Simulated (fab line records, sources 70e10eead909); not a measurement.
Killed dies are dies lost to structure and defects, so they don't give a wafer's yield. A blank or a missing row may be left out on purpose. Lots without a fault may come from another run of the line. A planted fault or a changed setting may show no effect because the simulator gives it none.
Chamber matching | flow nand_harc | NHARC_A_CHANNEL_HOLE_D1_ETCH_44 on rie_diel-02: 4 sister chambers
The step etches the open film in CF4/O2, target depth 140 nm, overetch 14 nm, time 77 s. 8 wafers are shown with their chamber, then 8 later ones without.

WAFERS WITH THEIR CHAMBER
wafer  | chamber | drypump_motor_current_A (A) | oes_product_au (a.u.)
L080.2 | 1       | 5.0                         | 1.011
L081.2 | 2       | 5.9                         | 1.001
L081.4 | 0       | 5.6                         | 1.000
L081.6 | 3       | 6.0                         | 0.991
L084.3 | 1       | 5.0                         | 1.019
L084.4 | 2       | 5.9                         | 1.008
L084.5 | 3       | 5.9                         | 0.996
L087.1 | 0       | 5.6                         | 1.009

WAFERS WITHOUT THEIR CHAMBER
wafer  | drypump_motor_current_A (A) | oes_product_au (a.u.)
L087.3 | 6.0                         | 0.990
L087.6 | 5.9                         | 1.006
L088.2 | 5.6                         | 1.005
L088.5 | 5.9                         | 1.013
L088.6 | 6.0                         | 0.989
L094.3 | 5.0                         | 1.002
L094.4 | 5.9                         | 1.007
L094.5 | 5.9                         | 1.006

WHICH CHAMBER EACH WENT THROUGH
wafer  | from the rows above | in truth
L087.3 | 3                   | 3
L087.6 | 2                   | 2
L088.2 | 0                   | 0
L088.5 | 2                   | 2
L088.6 | 3                   | 3
L094.3 | 1                   | 1
L094.4 | 2                   | 2
L094.5 | 2                   | 2
Placed correctly: 8 of 8. Can't be placed from these rows: 0. Placed wrongly: 0.
How it was worked out, from the rows above alone: a wafer's distance from a chamber is the root of the sum, over the readings, of the square of ((its reading less the chamber's mean) divided by the reading's scatter). The wafer belongs to the nearest chamber; if the next one is less than 2 further off, it can't be placed. A chamber's mean is the mean of its shown wafers. The scatter: the root of (the sum of the squares of (reading less its chamber's mean) over the shown wafers, divided by (wafers less chambers)).
